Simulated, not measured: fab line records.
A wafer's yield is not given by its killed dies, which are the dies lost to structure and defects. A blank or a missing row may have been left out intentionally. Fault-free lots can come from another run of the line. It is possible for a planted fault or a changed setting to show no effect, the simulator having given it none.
The tool behind it: which one? ; flow nand_harc ; 14 lots with 42 wafers sampled at 2 steps, on a route of 1302 steps

== WHAT THE GAUGES SHOWED, per wafer ==
NHARC_P_M2_CD_MEAS_09: target cd 170 nm.
lot;measured;on;cd_nm (nm)
L635;day 6 05:26;cd_sem-03;169.1 170.0 168.9
L636;day 6 20:32;cd_sem-02;170.1 170.8 169.5
L639;day 8 06:19;cd_sem-02;170.1 169.6 169.8
L640;day 8 20:01;cd_sem-01;170.6 170.2 170.4
L642;day 9 06:19;cd_sem-02;169.4 170.3 170.1
L643;day 9 23:40;cd_sem-02;170.2 170.5 169.5
L645;day 10 17:45;cd_sem-02;170.7 170.4 171.2
L647;day 11 13:06;cd_sem-01;169.6 169.6 170.9
L648;day 11 18:01;cd_sem-02;170.5 169.2 169.9
L650;day 12 11:09;cd_sem-01;169.2 169.2 169.9
L649;day 12 13:38;cd_sem-02;169.9 170.2 170.5
L651;day 13 04:12;cd_sem-01;169.8 169.5 170.2
L657;day 15 12:41;cd_sem-01;169.7 169.0 170.1
L658;day 15 20:46;cd_sem-03;170.2 170.5 170.3

NHARC_P_M2_CD_MEAS_16.
lot;measured;on;cd_nm (nm)
L635;day 6 05:56;cd_sem-01;169.0 170.0 169.1
L636;day 6 21:02;cd_sem-03;170.6 170.9 168.8
L639;day 8 06:48;cd_sem-02;170.4 169.4 169.8
L640;day 8 20:31;cd_sem-01;170.3 169.8 171.2
L642;day 9 06:49;cd_sem-03;169.9 169.3 169.4
L643;day 10 00:09;cd_sem-01;171.1 169.7 169.8
L645;day 10 18:14;cd_sem-01;170.1 170.5 170.6
L647;day 11 13:35;cd_sem-02;169.5 169.6 171.8
L648;day 11 18:30;cd_sem-02;171.0 169.2 170.6
L650;day 12 11:38;cd_sem-01;169.3 168.9 169.6
L649;day 12 14:07;cd_sem-01;169.2 170.4 169.3
L651;day 13 04:41;cd_sem-03;169.7 169.1 169.9
L657;day 15 13:10;cd_sem-01;169.8 169.3 169.8
L658;day 15 21:16;cd_sem-02;170.1 170.2 169.6

== TOOL THAT RAN EACH LOT (tool first, then ch and the chambers of the sampled wafers, then the start) ==
No process step before these readings appears in the record.

== WHAT THE TOOLS THEMSELVES READ (means of the sampled wafers that have a number; where no wafer has one, the mark that the record gives instead) ==
The record holds no such reading with a usual standard deviation.

== THE ANSWER, worked out from the rows above alone ==
Rule: usual is defined by the lots themselves. The widest of any qualifying gaps counts: lots, ordered by their means at a reading, are off when they make up no more than a third of the lots, leave a main group of 4 or more, and stand apart from it by 3 or more times the standard deviation of that group's means. Not used: any main group whose means are identical at the precision the tables above print for the reading. A lot without any number at a reading at which 4 lots or more have one is off too. The other lots that the step has rows for count as sound. After the gauges, taken in route order, come the tools' own readings; for these a lot's mean is taken, as printed above. At the first step where some lot is off, the reading lying furthest off is the one used; lots without a number count as furthest.
No lot is off at any reading shown: from this, nothing can be told.

== WHAT HAD BEEN PUT IN BY THE SIMULATOR ==
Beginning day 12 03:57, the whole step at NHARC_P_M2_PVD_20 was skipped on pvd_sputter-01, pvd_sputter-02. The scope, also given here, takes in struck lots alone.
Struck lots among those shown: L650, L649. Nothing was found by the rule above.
